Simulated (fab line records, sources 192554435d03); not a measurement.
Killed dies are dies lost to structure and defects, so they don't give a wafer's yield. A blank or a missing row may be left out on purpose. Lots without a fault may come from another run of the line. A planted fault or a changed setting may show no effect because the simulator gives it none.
Which tool did it? | flow n5_finfet | 9 lots, 27 wafers sampled, at 5 steps of a route of 1938

WHAT THE GAUGES READ, wafer by wafer
N5_MOL_CONTACT_COAG_CD_MEAS_137: target cd 16 nm. Usual: cd_nm 15.9 nm, standard deviation 0.32.
lot  | measured     | on        | cd_nm (nm)     | flag
L289 | day 5 12:51  | cd_sem-02 | 16.4 15.7 15.6 |
L290 | day 5 15:06  | cd_sem-02 | 15.7 15.6 15.4 |
L293 | day 6 08:00  | cd_sem-02 | 15.9 16.3 15.4 |
L296 | day 7 09:24  | cd_sem-03 | 16.2 15.8 16.0 |
L298 | day 7 12:41  | cd_sem-03 | 16.1 15.4 15.8 |
L307 | day 9 23:26  | cd_sem-02 | 16.2 16.0 15.9 |
L308 | day 9 23:46  | cd_sem-01 | 15.7 15.3 15.9 |
L309 | day 10 06:09 | cd_sem-03 | 15.8 16.0 15.7 |
L311 | day 11 02:39 | cd_sem-02 | 15.9 15.7 15.4 |

N5_BEOL_M4_RC_MEAS_101. Usual: DIBL_N 36.0 mV/V, standard deviation 1.6; DIBL_P 35.8 mV/V, standard deviation 2; IOFF_N 0.152 nA/um, standard deviation 0.03; IOFF_P 0.20 nA/um, standard deviation 0.031; ION_N 670 uA/um, standard deviation 12; ION_P 459 uA/um, standard deviation 7.4; SS_N 71.5 mV/dec, standard deviation 0.56; SS_P 73.2 mV/dec, standard deviation 0.64; VT_N 251 mV, standard deviation 3.5; VT_P -252 mV, standard deviation 3.3.
lot  | measured     | on        | DIBL_N (mV/V)  | DIBL_P (mV/V)  | IOFF_N (nA/um)    | IOFF_P (nA/um) | ION_N (uA/um) | ION_P (uA/um) | SS_N (mV/dec)  | SS_P (mV/dec)  | VT_N (mV)   | VT_P (mV)      | flag
L289 | day 9 11:49  | prober-02 | 36.7 36.7 33.5 | 35.8 35.5 31.3 | 0.154 0.141 0.101 | 0.20 0.19 0.15 | 674 657 650   | 462 454 450   | 72.0 71.0 71.0 | 73.0 73.0 72.1 | 251 254 255 | -253 -254 -256 |
L290 | day 9 13:56  | prober-02 | 37.0 35.3 35.9 | 37.4 34.5 34.9 | 0.162 0.136 0.135 | 0.21 0.17 0.18 | 683 675 659   | 468 464 451   | 70.9 71.0 70.8 | 74.1 72.6 73.1 | 248 249 252 | -250 -253 -255 |
L293 | day 10 22:27 | prober-01 | 33.6 36.9 34.7 | 34.2 38.5 35.2 | 0.113 0.172 0.136 | 0.19 0.26 0.21 | 644 676 673   | 456 473 473   | 71.4 71.7 71.2 | 72.4 73.6 72.9 | 255 248 253 | -247 -245 -248 |
L296 | day 11 05:56 | prober-01 | 34.2 35.1 36.6 | 33.1 34.1 36.1 | 0.111 0.124 0.150 | 0.15 0.15 0.18 | 654 647 663   | 447 441 451   | 71.0 71.6 72.1 | 71.8 72.7 73.1 | 257 255 251 | -257 -255 -256 |
L298 | day 11 12:44 | prober-02 | 35.8 35.1 36.3 | 35.9 35.9 36.2 | 0.134 0.132 0.141 | 0.17 0.18 0.17 | 677 669 662   | 452 467 451   | 71.8 71.2 71.6 | 72.7 72.4 73.2 | 252 252 253 | -258 -256 -258 |
L307 | day 14 05:24 | prober-02 | 35.8 33.6 34.9 | 34.9 31.3 33.4 | 0.155 0.109 0.135 | 0.19 0.14 0.17 | 680 653 674   | 462 449 463   | 71.8 71.5 71.9 | 72.8 73.0 72.8 | 249 257 250 | -252 -256 -253 |
L308 | day 14 16:58 | prober-02 | 35.5 36.1 35.4 | 33.7 34.1 33.8 | 0.136 0.144 0.135 | 0.21 0.21 0.20 | 674 661 664   | 473 459 459   | 70.9 71.4 71.3 | 72.8 73.5 73.4 | 254 251 251 | -250 -246 -247 |
L309 | day 14 03:56 | prober-02 | 35.4 35.7 38.8 | 35.1 37.0 40.0 | 0.126 0.139 0.190 | 0.16 0.18 0.23 | 651 671 671   | 441 461 449   | 71.2 71.3 72.2 | 72.9 73.1 74.8 | 253 253 247 | -254 -252 -251 |
L311 | day 15 11:20 | prober-02 | 34.3 31.8 33.2 | 34.4 30.1 32.1 | 0.129 0.087 0.113 | 0.17 0.11 0.14 | 655 632 658   | 454 435 449   | 70.4 71.7 71.2 | 72.7 71.6 72.2 | 250 259 255 | -253 -261 -258 |

WHICH TOOL RAN EACH LOT (tool, then ch and the chambers of the sampled wafers, then the start)
lot  | N5_MOL_CONTACT_COAG_ETCH_90        | N5_MOL_CONTACT_COAG_ETCH_65        | N5_MOL_CONTACT_COAG_ETCH_66
L289 | rie_diel-02 ch 0,3, day 5 11:53    | rie_diel-02 ch 0,1,3, day 5 13:31  | rie_diel-02 ch 0,1,3, day 5 13:32
L290 | rie_diel-05 ch 0,1,3, day 5 14:20  | rie_diel-02 ch 0,3, day 5 15:42    | rie_diel-02 ch 0,3, day 5 15:43
L293 | rie_diel-05 ch 0,3, day 6 07:14    | rie_diel-06 ch 0,2,3, day 6 08:28  | rie_diel-06 ch 0,2,3, day 6 08:29
L296 | rie_diel-05 ch 0,1,3, day 7 08:37  | rie_diel-02 ch 1,2,3, day 7 09:53  | rie_diel-02 ch 1,2,3, day 7 09:54
L298 | rie_diel-05 ch 0,1,3, day 7 11:55  | rie_diel-02 ch 2,3, day 7 13:11    | rie_diel-02 ch 2,3, day 7 13:13
L307 | rie_diel-05 ch 0,3, day 9 22:39    | rie_diel-06 ch 0,1, day 9 23:55    | rie_diel-06 ch 0,1, day 9 23:56
L308 | rie_diel-05 ch 0,2, day 9 23:00    | rie_diel-05 ch 0,1, day 10 00:14   | rie_diel-05 ch 0,1, day 10 00:16
L309 | rie_diel-06 ch 0,1,2, day 10 05:22 | rie_diel-02 ch 0,1,2, day 10 06:45 | rie_diel-02 ch 0,1,2, day 10 06:46
L311 | rie_diel-05 ch 0,2, day 11 01:53   | rie_diel-02 ch 0,2,3, day 11 03:15 | rie_diel-02 ch 0,2,3, day 11 03:16
- N5_MOL_CONTACT_COAG_ETCH_90: etches SiARC in CF4, target depth 13 nm, time 21.7 s.
- N5_MOL_CONTACT_COAG_ETCH_65: etches underlayer in N2/H2, target depth 13 nm, time 10.4 s.
- N5_MOL_CONTACT_COAG_ETCH_66: etches SiARC in CF4, target depth 13 nm, time 21.7 s.

WHAT THE TOOLS THEMSELVES READ (means of the sampled wafers that have a number; where no wafer has one, the mark that the record gives instead)
N5_MOL_CONTACT_COAG_ETCH_90. Usual: drypump_motor_current_A 5.7 A, standard deviation 0.43; etch_rf_on_time_s 21.6 s, standard deviation 0.56; mfc_ar_sccm 100.0 sccm, standard deviation 0.31; oes_product_au 0.65 a.u., standard deviation 0.074; rf_vpp_V 184.2 V, standard deviation 0.89; showerhead_plenum_p_Torr 2.15 Torr, standard deviation 0.036; throttle_valve_pct 15.67 %, standard deviation 0.2.
lot  | tool        | drypump_motor_current_A (A) | etch_rf_on_time_s (s) | mfc_ar_sccm (sccm) | oes_product_au (a.u.) | rf_vpp_V (V) | showerhead_plenum_p_Torr (Torr) | throttle_valve_pct (%) | flag
L289 | rie_diel-02 | 5.6                         | 21.6                  | 100.1              | 0.60                  | 184.3        | 2.15                            | 15.94                  |
L290 | rie_diel-05 | 5.6                         | 21.1                  | 99.8               | 0.70                  | 184.3        | 2.15                            | 15.59                  |
L293 | rie_diel-05 | 5.9                         | 21.5                  | 99.9               | 0.68                  | 184.0        | 2.15                            | 15.60                  |
L296 | rie_diel-05 | 5.6                         | 21.0                  | 100.0              | 0.68                  | 184.8        | 2.14                            | 15.63                  |
L298 | rie_diel-05 | 5.6                         | 21.3                  | 100.0              | 0.68                  | 184.9        | 2.14                            | 15.63                  |
L307 | rie_diel-05 | 5.6                         | 21.2                  | 99.9               | 0.70                  | 184.0        | 2.15                            | 15.50                  |
L308 | rie_diel-05 | 5.7                         | 22.3                  | 99.9               | 0.59                  | 183.9        | 2.12                            | 15.76                  |
L309 | rie_diel-06 | 5.9                         | 21.9                  | 99.9               | 0.68                  | 184.5        | 2.16                            | 15.58                  |
L311 | rie_diel-05 | 6.0                         | 22.2                  | 99.7               | 0.58                  | 184.2        | 2.12                            | 15.79                  |

N5_MOL_CONTACT_COAG_ETCH_65. Usual: drypump_motor_current_A 5.7 A, standard deviation 0.45; etch_rf_on_time_s 10.40 s, standard deviation 0.21; h2_flow_sccm 200.1 sccm, standard deviation 0.6; oes_product_au 0.67 a.u., standard deviation 0.08; rf_vpp_V 524.5 V, standard deviation 1.9; showerhead_plenum_p_Torr 2.56 Torr, standard deviation 0.063; throttle_valve_pct 17.85 %, standard deviation 0.17.
lot  | tool        | drypump_motor_current_A (A) | etch_rf_on_time_s (s) | h2_flow_sccm (sccm) | oes_product_au (a.u.) | rf_vpp_V (V) | showerhead_plenum_p_Torr (Torr) | throttle_valve_pct (%) | flag
L289 | rie_diel-02 | 5.5                         | 10.56                 | 200.2               | 0.60                  | 523.1        | 2.50                            | 17.97                  |
L290 | rie_diel-02 | 5.6                         | 10.41                 | 199.7               | 0.60                  | 524.5        | 2.53                            | 18.04                  |
L293 | rie_diel-06 | 6.0                         | 10.45                 | 200.1               | 0.67                  | 524.0        | 2.54                            | 17.82                  |
L296 | rie_diel-02 | 5.7                         | 11.38                 | 199.8               | 0.70                  | 525.3        | 2.59                            | 17.68                  | OFF
L298 | rie_diel-02 | 6.0                         | 11.36                 | 200.8               | 0.73                  | 526.3        | 2.62                            | 17.66                  | OFF
L307 | rie_diel-06 | 5.8                         | 10.29                 | 200.3               | 0.74                  | 525.2        | 2.58                            | 17.83                  |
L308 | rie_diel-05 | 5.9                         | 10.44                 | 200.1               | 0.61                  | 522.9        | 2.52                            | 18.06                  |
L309 | rie_diel-02 | 5.3                         | 10.51                 | 200.5               | 0.63                  | 525.1        | 2.55                            | 17.97                  |
L311 | rie_diel-02 | 5.8                         | 10.42                 | 199.8               | 0.68                  | 526.1        | 2.61                            | 17.84                  |

N5_MOL_CONTACT_COAG_ETCH_66. Usual: drypump_motor_current_A 5.7 A, standard deviation 0.45; etch_rf_on_time_s 21.7 s, standard deviation 0.53; mfc_ar_sccm 100.0 sccm, standard deviation 0.32; oes_product_au 0.67 a.u., standard deviation 0.082; rf_vpp_V 184.2 V, standard deviation 1; showerhead_plenum_p_Torr 2.16 Torr, standard deviation 0.051; throttle_valve_pct 15.63 %, standard deviation 0.19.
lot  | tool        | drypump_motor_current_A (A) | etch_rf_on_time_s (s) | mfc_ar_sccm (sccm) | oes_product_au (a.u.) | rf_vpp_V (V) | showerhead_plenum_p_Torr (Torr) | throttle_valve_pct (%) | flag
L289 | rie_diel-02 | 5.5                         | 22.3                  | 100.0              | 0.59                  | 183.7        | 2.12                            | 15.85                  |
L290 | rie_diel-02 | 5.6                         | 21.8                  | 100.3              | 0.60                  | 184.3        | 2.15                            | 15.95                  |
L293 | rie_diel-06 | 6.0                         | 21.7                  | 100.1              | 0.67                  | 183.1        | 2.15                            | 15.61                  |
L296 | rie_diel-02 | 5.7                         | 21.8                  | 100.4              | 0.72                  | 184.8        | 2.19                            | 15.53                  |
L298 | rie_diel-02 | 6.0                         | 21.4                  | 100.2              | 0.77                  | 184.6        | 2.21                            | 15.46                  |
L307 | rie_diel-06 | 5.8                         | 21.1                  | 100.1              | 0.74                  | 184.1        | 2.18                            | 15.47                  |
L308 | rie_diel-05 | 5.9                         | 21.5                  | 100.0              | 0.61                  | 183.7        | 2.12                            | 15.81                  |
L309 | rie_diel-02 | 5.3                         | 22.0                  | 100.0              | 0.63                  | 184.4        | 2.16                            | 15.75                  |
L311 | rie_diel-02 | 5.8                         | 21.5                  | 99.9               | 0.68                  | 184.9        | 2.21                            | 15.70                  |

THE ANSWER, worked out from the rows above alone
Rule: a lot is off if the mean of its wafers that have a number lies more than 3 standard deviations from the usual mean. A lot without any number at a reading at which 4 lots or more have one is off too. The other lots that the step has rows for count as sound. The gauges are gone through in route order, then the tools' own readings, and for those a lot's mean is taken as printed above. The first step at which some lot is off is used, and at that step the reading that is off furthest; a lot without a number counts as furthest.
Off: L296, L298, at N5_MOL_CONTACT_COAG_ETCH_65 (etch_rf_on_time_s).
A tool fits if, at that step or a process step before it, it ran every lot that is off, and no sound lot after the first of them. None of those tried fits.

WHAT THE SIMULATOR HAD PUT IN
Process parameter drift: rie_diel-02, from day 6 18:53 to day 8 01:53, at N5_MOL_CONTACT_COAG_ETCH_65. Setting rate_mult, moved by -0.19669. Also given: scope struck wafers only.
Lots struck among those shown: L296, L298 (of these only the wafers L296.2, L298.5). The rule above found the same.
